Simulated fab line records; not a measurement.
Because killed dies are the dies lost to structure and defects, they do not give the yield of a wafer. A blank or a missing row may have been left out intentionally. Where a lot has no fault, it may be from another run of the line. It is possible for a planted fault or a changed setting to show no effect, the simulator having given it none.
fab line records	flow n5_finfet
record: lots: 24	wafers: 72	last_day: 17
route steps=1938 shown BEOL_M5@1148 BEOL_M6@1228
lots that met no fault: from a run of the same line without faults
start_h: hours from the record's first day to the start of the lot's first wafer shown	wait_h: how many hours have passed since the lot's step before this one	" as in the row above	L1.1+2: one row covering several wafers at once	- no value present, or no start provided	* or withheld: withheld	< > ~ a bound
route shown NAME@n: NAME is a module with steps in the file, n the number in the route of the first one	usual: mean/standard deviation of fault-free wafers	same: alike in all rows	chamber/n: place in a boat	sites: readings site by site	_std_site: standard deviation across them	_edge_site: outer sites' mean less inner sites'	radius_mm: how far each site lies from the wafer's centre	mask NAME#n: copy n	behind: the tool/chamber that last shaped the wafer	hold: why the lot went on hold/how many hours it stayed there/how the hold came to an end	device: which transistor (n, p or np) failed to switch	end of line: tests run on the same wafers once the route is complete	a step with no rows: only its recipe	killed: not the wafer's yield, but the dies lost to structure and defects at the first sort	map: dies across one wafer; x = killed, . = not, _ = none there
set.NAME: the run value of the setting; set.NAME@STEP: its run value at that earlier step	model.NAME: the simulator's own value behind a step, which no gauge read
one table for each step of the route and one row for each wafer, over a sample of lots
services: when a tool's chamber went out of use (start_h, in hours from the record's first day, below 0 if earlier), for how many hours, and the reason
== steps ==
step: N5_BEOL_M5_CD_MEAS_28
recipe: target_cd_nm: 30.6	landing_energy_ev: 500	detector: se_inlens	target_cd_y_nm: 20	polarity: opening
usual: cd_nm: 30.68/0.26
lot.wafer	tool	chamber	start_h	wait_h	cd_nm
L075.3	cd_sem-03	0	167.47	-	30.60
L075.4	"	0	"	"	30.32
L075.6	"	0	"	"	30.36
L074.1	cd_sem-01	0	170.77	-	31.07
L074.2	"	0	"	"	30.77
L074.4	"	0	"	"	30.50
L076.2	cd_sem-01	0	183.72	-	31.18
L076.3	"	0	"	"	30.81
L076.5	"	0	"	"	30.58
L077.4	cd_sem-03	0	186.40	-	30.63
L077.5	"	0	"	"	30.56
L077.6	"	0	"	"	30.65
L079.2	cd_sem-01	0	197.78	-	30.89
L079.3	"	0	"	"	30.72
L079.6	"	0	"	"	30.93
L078.1	cd_sem-01	0	201.50	-	30.65
L078.2	"	0	"	"	30.73
L078.6	"	0	"	"	30.78
L080.2	cd_sem-03	0	203.13	-	30.78
L080.3	"	0	"	"	30.62
L080.6	"	0	"	"	30.79
L081.2	cd_sem-02	0	209.14	-	30.91
L081.5	"	0	"	"	30.56
L081.6	"	0	"	"	30.37
L082.1	cd_sem-03	0	217.32	-	30.51
L082.3	"	0	"	"	30.40
L082.4	"	0	"	"	30.70
L083.1	cd_sem-03	0	219.42	-	30.39
L083.2	"	0	"	"	30.41
L083.4	"	0	"	"	30.14
L084.2	cd_sem-03	0	233.25	-	30.26
L084.3	"	0	"	"	30.70
L084.6	"	0	"	"	30.40
L087.3	cd_sem-02	0	247.77	-	31.03
L087.5	"	0	"	"	31.05
L087.6	"	0	"	"	30.70
L085.1	cd_sem-01	0	254.30	-	30.55
L085.3	"	0	"	"	30.57
L085.4	"	0	"	"	30.55
L086.2	cd_sem-03	0	254.48	-	30.88
L086.4	"	0	"	"	30.73
L086.6	"	0	"	"	30.78
L088.1	cd_sem-01	0	273.14	-	30.55
L088.5	"	0	"	"	31.01
L088.6	"	0	"	"	30.97
L089.3	cd_sem-01	0	273.88	-	31.08
L089.4	"	0	"	"	30.38
L089.6	"	0	"	"	30.66
L091.1	cd_sem-03	0	274.31	-	30.65
L091.2	"	0	"	"	30.65
L091.6	"	0	"	"	30.51
L092.1	cd_sem-01	0	279.18	-	30.93
L092.4	"	0	"	"	31.36
L092.6	"	0	"	"	30.61
L090.2	cd_sem-03	0	279.23	-	30.27
L090.4	"	0	"	"	30.24
L090.5	"	0	"	"	30.50
L093.1	cd_sem-03	0	279.28	-	30.79
L093.3	"	0	"	"	30.79
L093.4	"	0	"	"	30.94
L094.2	cd_sem-02	0	284.88	-	30.62
L094.3	"	0	"	"	30.81
L094.5	"	0	"	"	30.93
L095.4	cd_sem-03	0	300.32	-	31.16
L095.5	"	0	"	"	30.71
L095.6	"	0	"	"	30.75
L096.4	cd_sem-01	0	304.30	-	30.30
L096.5	"	0	"	"	30.44
L096.6	"	0	"	"	30.68
L097.1	cd_sem-01	0	314.66	-	31.15
L097.4	"	0	"	"	30.84
L097.5	"	0	"	"	30.72
step: N5_BEOL_M5_ALD_86
recipe: material: TaN	target_thk_a: *	temp_c: 275	ald_precursor_family: PDMAT	ald_co_reactant: NH3	pressure_torr: 3	carrier_flow_sccm: 1500	pulse_time_s: 2	purge_time_s: 3	co_reactant_purge_time_s: 2	co_reactant_pulse_time_s: 3	ald_cycles: 30	precursor_vessel_temp_c: 75	precursor_vessel_pressure_torr: 26.25	precursor_vessel_carrier_sccm: 1000
usual: heater_power_w: 416/21	precursor_vessel_pressure_torr: 26.25/0.053	precursor_vessel_temp_c: 75.01/0.13
lot.wafer	tool	chamber	start_h	wait_h	heater_power_w	precursor_vessel_pressure_torr	precursor_vessel_temp_c
L075.3	ald_metal-01	2	168.69	0.0	411	26.22	74.96
L075.4	"	0	"	"	382	26.23	74.95
L075.6	"	3	"	"	411	26.31	74.89
L074.1	ald_metal-02	3	173.39	0.2	417	26.25	74.88
L074.2	"	2	"	"	433	26.31	75.14
L074.4	"	1	"	"	409	26.32	75.00
L076.2	ald_metal-02	1	184.92	0.0	412	26.20	74.83
L076.3	"	3	"	"	407	26.27	75.00
L076.5	"	1	"	"	398	26.21	74.92
L077.4	ald_metal-02	2	188.90	0.3	450	26.15	75.11
L077.5	"	1	"	"	403	26.26	75.21
L077.6	"	0	"	"	457	26.28	75.20
L079.2	ald_metal-03	2	199.09	0.0	432	26.19	74.97
L079.3	"	1	"	"	420	26.32	74.82
L079.6	"	2	"	"	422	26.24	74.99
L078.1	ald_metal-01	3	203.76	0.0	406	26.19	75.00
L078.2	"	0	"	"	391	26.36	75.11
L078.6	"	0	"	"	397	26.18	74.96
L080.2	ald_metal-01	3	204.63	0.0	404	26.20	75.01
L080.3	"	0	"	"	384	26.29	74.87
L080.6	"	0	"	"	387	26.27	74.89
L081.2	ald_metal-03	0	210.36	0.1	413	26.27	75.07
L081.5	"	2	"	"	433	26.26	75.22
L081.6	"	1	"	"	408	26.24	75.03
L082.1	ald_metal-01	0	218.61	0.0	381	26.16	75.21
L082.3	"	3	"	"	400	26.28	75.08
L082.4	"	1	"	"	397	26.31	74.86
L083.1	ald_metal-01	1	220.90	0.1	407	26.26	74.94
L083.2	"	3	"	"	407	26.27	75.12
L083.4	"	2	"	"	415	26.28	74.99
L084.2	ald_metal-01	1	234.44	0.0	415	26.23	75.27
L084.3	"	3	"	"	402	26.21	74.88
L084.6	"	1	"	"	394	26.30	75.17
L087.3	ald_metal-01	2	249.21	0.0	413	26.24	74.72
L087.5	"	1	"	"	406	26.24	75.03
L087.6	"	0	"	"	383	26.33	75.11
L085.1	ald_metal-01	1	255.78	0.3	403	26.20	74.96
L085.3	"	2	"	"	414	26.22	75.06
L085.4	"	3	"	"	410	26.29	75.03
L086.2	ald_metal-01	1	256.55	0.1	407	26.23	74.79
L086.4	"	2	"	"	419	26.29	74.86
L086.6	"	1	"	"	410	26.31	75.16
L088.1	ald_metal-02	3	274.71	0.1	417	26.24	75.10
L088.5	"	1	"	"	400	26.26	75.20
L088.6	"	2	"	"	454	26.20	74.92
L089.3	ald_metal-01	3	275.10	0.0	409	26.25	75.19
L089.4	"	1	"	"	409	26.18	74.99
L089.6	"	3	"	"	409	26.29	75.10
L091.1	ald_metal-01	1	275.92	0.3	412	26.20	75.12
L091.2	"	0	"	"	391	26.21	74.87
L091.6	"	1	"	"	409	26.15	74.92
L090.2	ald_metal-01	1	280.54	0.2	401	26.26	75.02
L090.4	"	2	"	"	400	26.18	75.06
L090.5	"	2	"	"	409	26.17	75.23
L092.1	ald_metal-03	0	280.62	0.3	417	26.26	75.02
L092.4	"	1	"	"	414	26.24	75.15
L092.6	"	0	"	"	416	26.26	75.06
L093.1	ald_metal-02	2	280.86	0.1	439	26.29	74.98
L093.3	"	0	"	"	461	26.28	74.97
L093.4	"	3	"	"	417	26.25	75.05
L094.2	ald_metal-02	2	286.30	0.1	446	26.16	74.90
L094.3	"	1	"	"	415	26.33	75.17
L094.5	"	2	"	"	444	26.24	74.89
L095.4	ald_metal-02	0	301.92	0.0	451	26.28	74.74
L095.5	"	2	"	"	438	26.28	75.08
L095.6	"	1	"	"	404	26.27	75.02
L096.4	ald_metal-03	2	306.05	0.3	431	26.22	75.00
L096.5	"	2	"	"	427	26.27	75.01
L096.6	"	3	"	"	439	26.28	74.98
L097.1	ald_metal-01	2	317.11	0.0	427	26.22	74.81
L097.4	"	1	"	"	402	26.26	74.99
L097.5	"	2	"	"	416	26.26	74.64
step: N5_BEOL_M5_SPUTTER_81
recipe: material: Cu	target_thk_a: 150	temp_c: -20	chamber_pressure_pa: 0.07	power_w: withheld	time_s: 27.62
usual: chuck_sensor_temp_C: -16.1/0.54	throttle_valve_pct: 29.9/0.84
lot.wafer	tool	chamber	start_h	wait_h	chuck_sensor_temp_C	throttle_valve_pct
L075.3	pvd_sputter-02	-	170.42	0.5	-16.1	31.2
L075.4	"	-	"	"	-15.8	29.1
L075.6	"	-	"	"	-16.1	30.9
L074.1	pvd_sputter-02	-	175.16	0.5	-16.6	29.2
L074.2	"	-	"	"	-16.1	30.9
L074.4	"	-	"	"	-15.6	29.2
L076.2	pvd_sputter-02	-	186.51	0.5	-15.7	29.2
L076.3	"	-	"	"	-16.8	29.8
L076.5	"	-	"	"	-16.5	29.5
L077.4	pvd_sputter-03	-	192.49	0.5	-16.6	31.6
L077.5	"	-	"	"	-15.9	30.1
L077.6	"	-	"	"	-15.4	28.9
L079.2	pvd_sputter-01	-	200.76	0.5	-15.2	30.0
L079.3	"	-	"	"	-16.0	30.0
L079.6	"	-	"	"	-15.5	29.3
L078.1	pvd_sputter-02	-	205.38	0.5	-16.9	30.3
L078.2	"	-	"	"	-16.0	31.1
L078.6	"	-	"	"	-17.0	30.0
L080.2	pvd_sputter-01	-	206.55	0.5	-15.9	28.3
L080.3	"	-	"	"	-15.3	29.9
L080.6	"	-	"	"	-15.4	29.9
L081.2	pvd_sputter-01	-	212.09	0.5	-15.9	30.4
L081.5	"	-	"	"	-15.3	29.9
L081.6	"	-	"	"	-15.6	27.9
L082.1	pvd_sputter-01	-	220.14	0.5	-15.8	30.2
L082.3	"	-	"	"	-16.0	28.3
L082.4	"	-	"	"	-15.6	29.2
L083.1	pvd_sputter-02	-	222.49	0.5	-16.0	29.3
L083.2	"	-	"	"	-16.7	29.1
L083.4	"	-	"	"	-16.2	31.1
L084.2	pvd_sputter-03	-	236.04	0.5	-16.7	30.2
L084.3	"	-	"	"	-15.8	30.1
L084.6	"	-	"	"	-15.5	29.2
L087.3	pvd_sputter-03	-	251.37	0.5	-15.8	30.2
L087.5	"	-	"	"	-16.6	31.7
L087.6	"	-	"	"	-16.7	30.1
L085.1	pvd_sputter-01	-	257.37	0.5	-15.9	30.1
L085.3	"	-	"	"	-15.2	30.0
L085.4	"	-	"	"	-15.6	29.1
L086.2	pvd_sputter-02	-	258.23	0.5	-16.7	29.2
L086.4	"	-	"	"	-16.2	31.0
L086.6	"	-	"	"	-17.2	30.0
L088.1	pvd_sputter-03	-	276.31	0.5	-15.7	30.0
L088.5	"	-	"	"	-15.7	30.4
L088.6	"	-	"	"	-15.6	29.5
L089.3	pvd_sputter-01	-	276.74	0.5	-15.9	30.1
L089.4	"	-	"	"	-15.9	28.1
L089.6	"	-	"	"	-15.5	29.0
L091.1	pvd_sputter-02	-	279.48	0.5	-15.9	29.4
L091.2	"	-	"	"	-17.0	30.0
L091.6	"	-	"	"	-17.0	30.1
L090.2	pvd_sputter-03	-	282.14	0.5	-16.7	31.9
L090.4	"	-	"	"	-15.7	30.2
L090.5	"	-	"	"	-15.8	30.2
L092.1	pvd_sputter-01	-	282.43	0.5	-15.9	28.3
L092.4	"	-	"	"	-15.9	30.3
L092.6	"	-	"	"	-15.9	28.2
L093.1	pvd_sputter-02	-	284.00	0.5	-16.0	29.5
L093.3	"	-	"	"	-16.9	30.4
L093.4	"	-	"	"	-16.3	30.8
L094.2	pvd_sputter-03	-	288.16	0.5	-15.5	29.3
L094.3	"	-	"	"	-16.5	31.8
L094.5	"	-	"	"	-15.7	30.0
L095.4	pvd_sputter-02	-	303.47	0.5	-16.3	31.1
L095.5	"	-	"	"	-16.9	29.5
L095.6	"	-	"	"	-15.9	29.1
L096.4	pvd_sputter-02	-	308.38	0.5	-16.7	29.5
L096.5	"	-	"	"	-16.3	31.0
L096.6	"	-	"	"	-15.8	29.4
L097.1	pvd_sputter-02	-	318.89	0.5	-16.6	29.2
L097.4	"	-	"	"	-15.8	29.5
L097.5	"	-	"	"	-16.6	29.3
step: N5_BEOL_M5_CO_CAP_78
recipe: material: Co	target_thk_a: 20	temp_c: 200	precursor: CCTBA/H2	pressure_torr: 30	time_s: 102.1
usual: heater_power_w: 242/8.5
lot.wafer	tool	chamber	start_h	wait_h	heater_power_w
L075.3	cvd_co-01	1	174.62	0.0	243
L075.4	"	1	"	"	245
L075.6	"	2	"	"	246
L074.1	cvd_co-01	0	179.55	0.0	253
L074.2	"	2	"	"	247
L074.4	"	0	"	"	256
L076.2	cvd_co-01	2	194.69	0.0	243
L076.3	"	0	"	"	257
L076.5	"	2	"	"	244
L077.4	cvd_co-01	2	197.22	0.0	240
L077.5	"	0	"	"	252
L077.6	"	1	"	"	246
L079.2	cvd_co-01	0	205.38	0.0	245
L079.3	"	2	"	"	251
L079.6	"	1	"	"	242
L078.1	cvd_co-02	1	209.69	0.0	224
L078.2	"	0	"	"	246
L078.6	"	1	"	"	235
L080.2	cvd_co-01	1	211.38	0.0	245
L080.3	"	2	"	"	241
L080.6	"	1	"	"	247
L081.2	cvd_co-01	0	216.23	0.0	254
L081.5	"	0	"	"	250
L081.6	"	2	"	"	243
L082.1	cvd_co-02	0	224.27	0.0	252
L082.3	"	2	"	"	237
L082.4	"	0	"	"	245
L083.1	cvd_co-02	1	227.15	0.0	236
L083.2	"	2	"	"	233
L083.4	"	1	"	"	234
L084.2	cvd_co-01	2	240.39	0.0	246
L084.3	"	1	"	"	242
L084.6	"	0	"	"	257
L087.3	cvd_co-02	0	255.56	0.0	256
L087.5	"	0	"	"	246
L087.6	"	1	"	"	226
L085.1	cvd_co-01	1	261.83	0.0	240
L085.3	"	2	"	"	240
L085.4	"	0	"	"	247
L086.2	cvd_co-02	2	262.63	0.0	234
L086.4	"	1	"	"	230
L086.6	"	2	"	"	239
L088.1	cvd_co-02	1	280.44	0.0	231
L088.5	"	2	"	"	231
L088.6	"	1	"	"	228
L089.3	cvd_co-02	0	280.89	0.0	256
L089.4	"	0	"	"	249
L089.6	"	1	"	"	231
L091.1	cvd_co-02	0	283.61	0.0	250
L091.2	"	1	"	"	235
L091.6	"	0	"	"	254
L090.2	cvd_co-02	2	286.37	0.0	230
L090.4	"	1	"	"	234
L090.5	"	2	"	"	233
L092.1	cvd_co-02	0	286.56	0.0	256
L092.4	"	2	"	"	234
L092.6	"	1	"	"	234
L093.1	cvd_co-02	0	288.33	0.0	247
L093.3	"	2	"	"	233
L093.4	"	0	"	"	244
L094.2	cvd_co-02	0	292.29	0.0	260
L094.3	"	2	"	"	231
L094.5	"	0	"	"	250
L095.4	cvd_co-01	2	307.64	0.0	251
L095.5	"	0	"	"	244
L095.6	"	1	"	"	244
L096.4	cvd_co-01	1	312.56	0.0	244
L096.5	"	0	"	"	256
L096.6	"	2	"	"	249
L097.1	cvd_co-02	2	323.02	0.0	233
L097.4	"	1	"	"	233
L097.5	"	0	"	"	250
step: N5_BEOL_M6_OVL_MEAS_29
recipe: points_per_wafer: 522
usual: V5_OVL: 0.3/0.77
same: points_per_wafer: 522
lot.wafer	tool	chamber	start_h	wait_h	V5_OVL[nm]
L075.3	overlay-01	0	177.85	0.0	0.8
L075.4	"	0	"	"	0.4
L075.6	"	0	"	"	0.5
L074.1	overlay-02	0	183.74	0.0	1.8
L074.2	"	0	"	"	1.6
L074.4	"	0	"	"	2.1
L076.2	overlay-02	0	197.76	0.0	-0.2
L076.3	"	0	"	"	-0.6
L076.5	"	0	"	"	0.3
L077.4	overlay-02	0	201.06	0.0	0.9
L077.5	"	0	"	"	0.6
L077.6	"	0	"	"	0.6
L079.2	overlay-02	0	208.95	0.0	0.8
L079.3	"	0	"	"	-0.6
L079.6	"	0	"	"	1.3
L078.1	overlay-02	0	215.01	0.0	0.4
L078.2	"	0	"	"	0.3
L078.6	"	0	"	"	0.1
L080.2	overlay-01	0	215.18	0.0	-0.7
L080.3	"	0	"	"	-0.5
L080.6	"	0	"	"	-1.4
L081.2	overlay-02	0	218.59	0.0	-0.5
L081.5	"	0	"	"	-0.7
L081.6	"	0	"	"	-2.0
L082.1	overlay-01	0	226.92	0.0	0.1
L082.3	"	0	"	"	0.8
L082.4	"	0	"	"	0.8
L083.1	overlay-02	0	230.48	0.0	1.0
L083.2	"	0	"	"	-0.5
L083.4	"	0	"	"	-0.3
L084.2	overlay-02	0	245.03	0.0	-0.7
L084.3	"	0	"	"	-0.2
L084.6	"	0	"	"	-1.4
L087.3	overlay-01	0	263.22	0.0	0.5
L087.5	"	0	"	"	0.2
L087.6	"	0	"	"	0.2
L086.2	overlay-02	0	266.68	0.0	0.8
L086.4	"	0	"	"	0.6
L086.6	"	0	"	"	1.1
L085.1	overlay-01	0	266.85	0.0	1.4
L085.3	"	0	"	"	0.8
L085.4	"	0	"	"	0.7
L088.1	overlay-01	0	287.05	0.0	0.3
L088.5	"	0	"	"	0.6
L088.6	"	0	"	"	1.3
L089.3	overlay-01	0	287.16	0.0	0.8
L089.4	"	0	"	"	-0.6
L089.6	"	0	"	"	0.5
L091.1	overlay-01	0	288.54	0.0	-0.2
L091.2	"	0	"	"	-0.4
L091.6	"	0	"	"	-0.1
L090.2	overlay-01	0	289.58	0.0	-0.1
L090.4	"	0	"	"	-1.1
L090.5	"	0	"	"	-0.5
L092.1	overlay-02	0	290.91	0.0	-1.3
L092.4	"	0	"	"	-0.1
L092.6	"	0	"	"	-0.1
L093.1	overlay-02	0	291.29	0.0	-0.2
L093.3	"	0	"	"	0.1
L093.4	"	0	"	"	-1.0
L094.2	overlay-01	0	294.87	0.0	0.7
L094.3	"	0	"	"	1.5
L094.5	"	0	"	"	1.1
L095.4	overlay-02	0	312.14	0.0	0.8
L095.5	"	0	"	"	-0.4
L095.6	"	0	"	"	-0.3
L096.4	overlay-02	0	316.97	0.0	0.0
L096.5	"	0	"	"	0.6
L096.6	"	0	"	"	0.2
L097.1	overlay-02	0	330.25	0.0	0.3
L097.4	"	0	"	"	0.9
L097.5	"	0	"	"	0.3
step: N5_BEOL_M6_ETCH_72
recipe: chemistry: N2/H2	target: underlayer	target_depth_a: 65	mask_material: CAR-EUV	time_s: 5.2	ion_energy_ev: 200	pressure_mtorr: 30	source_w: 840	bias_w: 150	n2_flow_sccm: 200	h2_flow_sccm: 200	ends: cleared
usual: drypump_motor_current_A: 5.6/0.42	etch_rf_on_time_s: 5.18/0.21	oes_product_au: 0.70/0.082	rf_vpp_V: 523.6/2	showerhead_plenum_p_Torr: 2.54/0.059	throttle_valve_pct: 17.97/0.23
lot.wafer	tool	chamber	start_h	wait_h	drypump_motor_current_A	etch_rf_on_time_s	oes_product_au	rf_hours_counter_h	rf_vpp_V	showerhead_plenum_p_Torr	throttle_valve_pct
L075.3	rie_diel-03	3	177.97	0.0	5.5	4.87	0.80	22	527.1	2.61	17.95
L075.4	"	1	"	"	6.3	5.37	0.70	76	525.8	2.57	17.87
L075.6	"	3	"	"	5.5	4.87	0.80	-	526.6	2.61	17.98
L074.1	rie_diel-05	1	184.36	0.0	5.3	5.11	0.79	17	525.4	2.63	18.16
L074.2	"	2	"	"	5.3	5.60	0.63	118	523.0	2.58	18.06
L074.4	"	0	"	"	6.0	5.45	0.59	186	520.9	2.43	17.88
L076.2	rie_diel-03	2	197.88	0.0	5.3	5.15	0.59	242	528.0	2.60	18.04
L076.3	"	1	"	"	6.3	5.32	0.69	86	522.0	2.57	17.90
L076.5	"	2	"	"	5.3	5.12	0.59	-	525.5	2.60	18.05
L077.4	rie_diel-04	1	201.17	0.0	5.3	5.16	0.71	54	522.8	2.51	18.21
L077.5	"	1	"	"	5.3	5.08	0.72	-	522.7	2.51	18.21
L077.6	"	2	"	"	5.5	4.98	0.77	-	521.3	2.50	18.05
L079.2	rie_diel-03	1	209.07	0.0	6.3	5.34	0.69	91	523.6	2.57	17.88
L079.3	"	3	"	"	5.5	4.87	0.78	36	524.7	2.60	17.98
L079.6	"	2	"	"	5.3	5.13	0.59	-	524.8	2.60	18.07
L078.1	rie_diel-05	0	215.16	0.0	6.0	5.37	0.58	196	520.3	2.42	17.89
L078.2	"	3	"	"	5.8	5.40	0.60	193	524.1	2.51	18.11
L078.6	"	1	"	"	5.3	5.11	0.78	-	523.3	2.62	18.18
L080.2	rie_diel-04	2	215.66	0.0	5.5	5.11	0.75	37	521.5	2.50	18.01
L080.3	"	1	"	"	5.3	5.14	0.71	60	522.1	2.51	18.21
L080.6	"	2	"	"	5.5	5.01	0.77	-	523.7	2.50	18.02
L081.2	rie_diel-05	0	218.71	0.0	6.0	5.31	0.58	198	519.7	2.42	17.91
L081.5	"	0	"	"	6.0	5.29	0.59	-	520.7	2.42	17.93
L081.6	"	2	"	"	5.3	5.44	0.63	-	525.0	2.57	18.08
L082.1	rie_diel-03	0	227.05	0.0	5.8	5.37	0.80	9	522.6	2.50	17.53
L082.3	"	1	"	"	6.3	5.31	0.68	97	525.3	2.57	17.91
L082.4	"	3	"	"	5.5	4.84	0.77	-	526.9	2.60	18.01
L083.1	rie_diel-05	0	230.88	0.0	6.0	5.36	0.59	204	521.2	2.42	17.88
L083.2	"	1	"	"	5.3	5.11	0.77	35	523.7	2.62	18.21
L083.4	"	2	"	"	5.3	5.56	0.61	132	524.1	2.57	18.08
L084.2	rie_diel-03	0	245.78	0.0	5.8	5.43	0.77	18	522.7	2.50	17.57
L084.3	"	2	"	"	5.4	5.02	0.87	2	525.5	2.60	17.59
L084.6	"	3	"	"	5.5	4.92	0.75	-	525.2	2.59	17.99
L087.3	rie_diel-04	2	263.34	0.0	5.5	4.96	0.74	56	520.0	2.49	18.07
L087.5	"	3	"	"	6.3	4.90	0.84	-	525.8	2.61	17.72
L087.6	"	2	"	"	5.5	4.97	0.75	-	523.1	2.49	18.05
L086.2	rie_diel-04	2	266.80	0.0	5.5	4.99	0.73	58	521.3	2.49	18.04
L086.4	"	3	"	"	6.3	4.91	0.84	6	524.4	2.61	17.75
L086.6	"	1	"	"	5.3	5.22	0.70	-	521.8	2.50	18.25
L085.1	rie_diel-04	2	267.20	0.0	5.5	5.02	0.75	58	523.6	2.49	18.06
L085.3	"	0	"	"	4.8	5.03	0.69	108	525.0	2.53	17.49
L085.4	"	3	"	"	6.2	4.96	0.84	6	525.7	2.61	17.74
L088.1	rie_diel-05	3	287.18	0.0	5.8	5.41	0.58	212	525.0	2.50	18.14
L088.5	"	2	"	"	5.3	5.55	0.61	-	524.9	2.56	18.10
L088.6	"	3	"	"	5.8	5.36	0.58	-	523.0	2.50	18.13
L089.3	rie_diel-04	0	287.43	0.0	4.8	4.99	0.69	113	524.2	2.52	17.51
L089.4	"	2	"	"	5.5	4.99	0.73	64	522.7	2.49	18.07
L089.6	"	0	"	"	4.8	5.02	0.69	-	522.7	2.52	17.51
L091.1	rie_diel-03	3	288.68	0.0	5.4	4.89	0.73	67	524.5	2.59	18.06
L091.2	"	0	"	"	5.8	5.37	0.76	32	521.9	2.49	17.61
L091.6	"	2	"	"	5.4	4.99	0.82	-	526.4	2.59	17.64
L090.2	rie_diel-03	0	289.70	0.0	5.8	5.39	0.75	33	523.1	2.49	17.59
L090.4	"	3	"	"	5.5	4.93	0.72	68	525.0	2.59	18.03
L090.5	"	0	"	"	5.8	5.43	0.75	-	523.2	2.49	17.58
L092.1	rie_diel-05	1	291.03	0.0	5.3	5.15	0.74	54	524.9	2.61	18.25
L092.4	"	0	"	"	6.0	5.34	0.57	224	520.1	2.41	17.95
L092.6	"	3	"	"	5.8	5.34	0.58	-	522.3	2.50	18.15
L093.1	rie_diel-04	0	291.56	0.0	4.8	5.07	0.69	114	522.3	2.52	17.50
L093.3	"	2	"	"	5.5	5.03	0.72	66	519.9	2.49	18.08
L093.4	"	1	"	"	5.3	5.14	0.69	88	521.4	2.49	18.27
L094.2	rie_diel-05	2	295.30	0.0	5.3	5.68	0.61	153	522.7	2.56	18.10
L094.3	"	3	"	"	5.9	5.50	0.57	216	525.0	2.50	18.15
L094.5	"	1	"	"	5.3	5.17	0.73	-	525.4	2.61	18.26
L095.4	rie_diel-04	2	312.25	0.0	5.5	5.05	0.72	73	520.8	2.48	18.07
L095.5	"	0	"	"	4.8	4.97	0.68	-	526.3	2.52	17.53
L095.6	"	1	"	"	5.3	5.18	0.68	-	521.1	2.49	18.28
L096.4	rie_diel-04	0	317.08	0.0	4.8	4.95	0.69	124	524.5	2.52	17.55
L096.5	"	2	"	"	5.5	5.08	0.72	-	523.5	2.48	18.10
L096.6	"	1	"	"	5.3	5.18	0.67	-	521.2	2.49	18.28
L097.1	rie_diel-05	0	330.38	0.0	6.0	5.41	0.56	238	518.9	2.40	17.96
L097.4	"	3	"	"	5.8	5.33	0.58	227	523.0	2.50	18.19
L097.5	"	2	"	"	5.3	5.62	0.60	-	524.0	2.56	18.15
== services ==
tool	chamber	start_h	hours	kind
rie_diel-04	3	149.33	7.2	repair
pvd_sputter-02	-	166.21	1.9	repair
cvd_co-02	-	167.00	2.8	pm
rie_diel-04	2	169.75	12.7	repair
cvd_co-01	-	181.82	6.9	pm
cvd_co-02	-	188.95	6.0	pm
cvd_co-01	-	201.31	1.5	repair
cvd_co-02	2	203.30	12.0	repair
rie_diel-04	2	205.62	6.8	repair
ald_metal-02	-	230.35	14.6	pm
ald_metal-02	-	247.86	6.0	pm
ald_metal-02	-	254.19	0.4	repair
cvd_co-01	-	257.08	2.8	pm
rie_diel-05	3	257.16	2.8	repair
ald_metal-02	-	271.66	0.2	repair
rie_diel-04	2	277.62	3.7	repair
cvd_co-01	-	281.73	4.3	pm
ald_metal-01	-	295.16	8.7	pm
pvd_sputter-01	-	301.73	2.1	repair
pvd_sputter-01	-	310.66	1.0	repair
rie_diel-05	-	312.87	0.5	repair
rie_diel-05	-	314.04	0.3	repair
pvd_sputter-01	-	328.15	1.8	repair
rie_diel-03	3	328.53	19.9	repair
== key ==
fault none
